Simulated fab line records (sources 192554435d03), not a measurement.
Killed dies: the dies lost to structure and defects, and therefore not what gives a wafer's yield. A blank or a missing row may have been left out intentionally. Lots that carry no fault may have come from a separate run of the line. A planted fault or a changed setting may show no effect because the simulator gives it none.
A struck lot beside a sound one | flow n5Finfet | 15 out of 1938 route steps
Sound: these wafers, L530.2, L530.3, L530.5. Struck: wafers L531.1, L531.2, L531.3. The cause is named last.
Each step with rows lists, per side, the tool, then ch with its chambers, then its first start. Under that, the readings that differ: sound wafers | struck wafers | difference of the means | sigmas: that difference in standard deviations of wafers without a fault.
alike: readings with means less than 2 such deviations apart, plus words and numbers identical on both sides. not compared: withheld readings, readings lacking a value on some wafer, bounds such as >300 that could conceal the same value, and numbers that have no deviation in the record and whose values overlap.
A row with sigmas, a row that says differs or no value, or rows on one side alone: a step with any of these is where the two part. Numbers that have no deviation but don't overlap get no sigmas and don't part them. Lack of a reading on every wafer of one side parts them only where that side has two or more wafers.

first, 8 steps without rows for these wafers: N5_WELL_APT_HMDS_01 (time 60 s); N5_WELL_APT_COAT_02 (resist thk 950 nm); N5_WELL_APT_EBR_04; N5_WELL_APT_SOFTBAKE_03 (time 60 s); N5_WELL_APT_EXPOSE_05 (exposes mask NWELL, defocus 0 nm, target cd 200 nm); N5_WELL_APT_PEB_06 (peb time 90 s); N5_WELL_APT_DEVELOP_07 (develop time 45 s); N5_WELL_APT_HARDBAKE_12 (time 120 s).
N5_WELL_APT_CD_MEAS_08 targets a cd of 200 nm.
  sound on cdSem-03 ch 0, day 3 01:44; struck on cdSem-03 ch 0, day 3 07:43
  alike: cdNm
N5_WELL_APT_OVL_MEAS_09:
  sound on overlay-02 ch 0, day 3 01:46; struck on overlay-02 ch 0, day 3 07:46
  alike: NWELL_OVL
N5_WELL_APT_INSPECT_10: inspects for defects (macro).
  sound on defectInspect-02, day 3 01:47; struck on defectInspect-02, day 3 07:47
  alike: rawDefectCount
N5_WELL_APT_DESCUM_13: chemistry O2, time 7.9 s.
  sound on rieDiel-06 ch 1,3, day 3 01:50; struck on rieDiel-04 ch 0,1,3, day 3 07:49
  alike: drypumpMotorCurrentA, oesProductAu, rfFwdPowerW, rfVppV, showerheadPlenumPTorr, tempC, throttleValvePct
  not compared: rfHoursCounterH
N5_WELL_APT_IMPLANT_14:
  sound on implanter-02 ch 0, day 3 01:58; struck on implanter-02 ch 0, day 3 08:18
reading     | sound                            | struck                          | difference  | sigmas
doseIonsCm2 | 1.4999e+13 1.4965e+13 1.5001e+13 | 1.5025e+13 1.502e+13 1.5017e+13 | +3.2333e+10 | +2
  alike: faradayCurrentUA, rotationDeg
then, 1 step without rows for these wafers: N5_WELL_APT_IMPLANT_15.
-- the record jumps here: 11 days lie between the struck wafers' starts before and after (it left off in module WELL_APT and takes up again in module PASSIVATION, whose first step shown is number 1936 of the route) --
N5_PASSIVATION_PROBE_49:
  the record has rows for the struck wafers here (prober-01, day 14 05:55) and none for the sound ones

## WHERE THEY PART
At N5_WELL_APT_IMPLANT_14 first; at N5_PASSIVATION_PROBE_49 last (within this record only).

WHY: whatever the simulator had introduced
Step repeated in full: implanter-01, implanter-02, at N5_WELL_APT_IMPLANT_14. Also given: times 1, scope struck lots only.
